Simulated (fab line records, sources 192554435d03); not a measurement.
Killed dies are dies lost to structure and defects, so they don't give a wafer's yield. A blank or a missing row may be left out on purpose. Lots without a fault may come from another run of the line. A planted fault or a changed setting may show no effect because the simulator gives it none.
Chamber matching | flow n5_finfet | N5_BEOL_M8_PECVD_70 on pecvd-02: 3 sister chambers
The step deposits SiO2 from TEOS/O2, target thk 20 nm, time 22.7 s. 16 wafers are shown with their chamber, then 8 later ones without.

WAFERS WITH THEIR CHAMBER
wafer  | chamber | showerhead_plenum_p_Torr (Torr) | heater_power_w (W) | throttle_valve_pct (%)
L077.1 | 2       | 8.73                            | 703                | 22.1
L077.2 | 1       | 8.78                            | 657                | 21.7
L077.3 | 0       | 8.85                            | 763                | 22.0
L077.4 | 2       | 8.74                            | 683                | 22.0
L077.5 | 0       | 8.82                            | 759                | 22.3
L077.6 | 1       | 8.79                            | 659                | 21.9
L081.1 | 0       | 8.85                            | 806                | 21.7
L081.4 | 1       | 8.76                            | 675                | 21.8
L081.5 | 0       | 8.84                            | 813                | 22.0
L082.1 | 0       | 8.82                            | 734                | 22.1
L082.2 | 1       | 8.76                            | 652                | 21.6
L082.3 | 2       | 8.74                            | 694                | 22.6
L082.4 | 1       | 8.77                            | 658                | 21.8
L082.5 | 2       | 8.75                            | 707                | 22.4
L082.6 | 0       | 8.84                            | 723                | 21.8
L090.1 | 1       | 8.76                            | 667                | 21.9

SIGNATURES (means of the wafers above)
reading                  | chamber 0 | chamber 1 | chamber 2 | scatter within a chamber
showerhead_plenum_p_Torr | 8.8367    | 8.7700    | 8.7400    | 0.0122
heater_power_w           | 766.33    | 661.33    | 696.75    | 23.9
throttle_valve_pct       | 21.983    | 21.783    | 22.275    | 0.201
Rule: a wafer's distance from a chamber is the root of the sum, over the readings, of the square of ((its reading less the chamber's mean) divided by the reading's scatter). The wafer belongs to the nearest chamber; if the next one is less than 2 further off, it can't be placed. The scatter: the root of (the sum of the squares of (reading less its chamber's mean) over the shown wafers, divided by (wafers less chambers)).

WAFERS WITHOUT THEIR CHAMBER
wafer  | showerhead_plenum_p_Torr (Torr) | heater_power_w (W) | throttle_valve_pct (%)
L090.5 | 8.82                            | 862                | 22.0
L090.6 | 8.75                            | 664                | 21.7
L096.1 | 8.74                            | 608                | 21.7
L096.2 | 8.78                            | 588                | 22.8
L096.3 | 8.85                            | 786                | 22.3
L096.4 | 8.75                            | 564                | 22.9
L096.5 | 8.82                            | 803                | 21.7
L096.6 | 8.77                            | 603                | 21.8

WHICH CHAMBER EACH WENT THROUGH
wafer  | from the rows above     | in truth
L090.5 | 0                       | 0
L090.6 | can't be placed: 1 or 2 | 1
L096.1 | can't be placed: 1 or 2 | 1
L096.2 | can't be placed: 1 or 2 | 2
L096.3 | 0                       | 0
L096.4 | can't be placed: 2 or 1 | 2
L096.5 | 0                       | 0
L096.6 | 1                       | 1
Placed correctly: 4 of 8. Can't be placed from these rows: 4 (the true chamber is among the candidates in 4). Placed wrongly: 0.
